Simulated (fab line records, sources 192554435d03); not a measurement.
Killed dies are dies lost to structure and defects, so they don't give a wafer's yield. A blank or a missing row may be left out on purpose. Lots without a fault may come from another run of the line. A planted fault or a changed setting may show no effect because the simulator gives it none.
One fault seen from 3 desks | flow n5_finfet | each desk has only its own numbers; what lay behind them comes last

THE METROLOGY DESK
What the gauges read, lot by lot, whatever tool the lot ran on: means of the sampled wafers that have a number. A lot is out of limits, marked OUT, if its mean lies more than 4 standard deviations from the usual mean; the brackets give that distance. Of its 17 readings 7 are shown: the one that was out of limits first, and those that lie furthest out on some lot.
Columns: A = RS_SD_P at N5_SD_ACTIVATION_RS_MEAS_03, usual 56.1 ohm/sq; B = ION_P at N5_BEOL_M4_RC_MEAS_101, usual 462 uA/um; C = RC_DENSE_P at N5_BEOL_M4_RC_MEAS_101, usual 23.8 ohm.um; D = RC_P at N5_BEOL_M4_RC_MEAS_101, usual 19.4 ohm.um; E = REXT_P at N5_BEOL_M4_RC_MEAS_101, usual 100.5 ohm.um; F = RS_SD_P at N5_BEOL_M4_RC_MEAS_101, usual 65.8 ohm/sq; G = SS_P at N5_BEOL_M4_RC_MEAS_101, usual 73.2 mV/dec
lot  | first seen here | A               | B   | C               | D               | E               | F               | G
L772 | day 3 11:33     | 55.6            | 460 | 23.5            | 19.3            | 100.3           | 65.2            | 72.3
L774 | day 3 23:25     | 55.8            | 453 | 23.4            | 19.2            | 99.8            | 65.5            | 73.6
L777 | day 4 16:42     | 56.6            | 470 | 24.1            | 19.5            | 99.7            | 67.1            | 72.7
L779 | day 5 06:28     | 56.3            | 464 | 23.8            | 19.5            | 102.3           | 65.5            | 72.7
L784 | day 6 08:16     | 54.7            | 454 | 23.4            | 19.0            | 98.2            | 64.4            | 73.3
L785 | day 6 16:27     | 55.4            | 468 | 24.0            | 19.7            | 100.6           | 65.0            | 74.6
L787 | day 7 04:23     | 55.1            | 460 | 23.8            | 19.5            | 103.7           | 64.7            | 73.5
L791 | day 8 03:19     | 50.6 (-5.5) OUT | 469 | 22.2 (-4.1) OUT | 18.0 (-4.3) OUT | 91.0 (-4.5) OUT | 59.8 (-5.5) OUT | 72.8
L792 | day 8 08:58     | 50.2 (-6.0) OUT | 475 | 22.0 (-4.5) OUT | 18.0 (-4.5) OUT | 93.9            | 59.7 (-5.6) OUT | 73.7
L795 | day 9 04:43     | 57.3            | 459 | 23.7            | 19.3            | 101.0           | 66.9            | 72.8
This desk's finding: out of limits on L791, L792; first on L791, day 8 03:56 (RS_SD_P at N5_SD_ACTIVATION_RS_MEAS_03). In limits: L772, L774, L777, L779, L784, L785, L787, L795.

THE DEFECT DESK
What the inspections along the route counted, lot by lot: means of the sampled wafers that have a number. A lot is out of limits, marked OUT, if its mean lies more than 4 standard deviations from the usual mean; the brackets give that distance.
Columns: A = raw_defect_count at N5_SD_ACTIVATION_INSPECT_02, usual 183
lot  | first seen here | A
L772 | day 3 12:28     | 137
L774 | day 4 00:21     | 193
L777 | day 4 17:37     | 176
L779 | day 5 07:25     | 152
L784 | day 6 09:11     | 152
L785 | day 6 17:23     | 164
L787 | day 7 05:20     | 183
L791 | day 8 04:15     | 164
L792 | day 8 09:53     | 228
L795 | day 9 05:39     | 230
This desk's finding: nothing out of limits on any of the 10 lots.

THE TOOL OWNER'S DESK: epi_rpcvd-02
The tool's own readings at N5_SD_EPI_P_EPI_21 (deposits SiGe:B, time 355 s): means of the sampled wafers that have a number, for each lot that ran on this tool. A lot is out of limits, marked OUT, if its mean lies more than 4 standard deviations from the usual mean; the brackets give that distance.
Columns: A = susceptor_temp_C at N5_SD_EPI_P_EPI_21, usual 550.03 C; B = susceptor_temp_C_max at N5_SD_EPI_P_EPI_21, usual 551.3
lot  | first seen here | A      | B
L772 | day 3 09:35     | 549.69 | 550.9
L779 | day 5 04:38     | 549.79 | 550.7
L784 | day 6 07:09     | 550.08 | 551.1
L787 | day 7 02:12     | 549.76 | 550.8
L791 | day 8 01:08     | 550.36 | 551.4
L792 | day 8 06:32     | 549.95 | 551.1
This desk's finding: nothing out of limits on any of the 6 lots.

PUT TOGETHER
The metrology desk could have raised an alarm at day 8 03:56, on L791, L792.
The defect desk saw nothing out of limits.
The tool owner's desk saw nothing out of limits.
The defect desk has L791, L792 on record, within its limits.
The tool owner's desk has L791, L792 on record, within its limits.
Of the lots named, all ran N5_SD_EPI_P_EPI_21 on epi_rpcvd-02.

WHAT THE SIMULATOR HAD PUT IN
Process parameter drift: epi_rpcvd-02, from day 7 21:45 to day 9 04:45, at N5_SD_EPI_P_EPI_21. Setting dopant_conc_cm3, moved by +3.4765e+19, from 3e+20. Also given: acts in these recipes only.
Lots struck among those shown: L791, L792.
Hours from the fault's start to each desk's first reading out of limits: the metrology desk, 6.
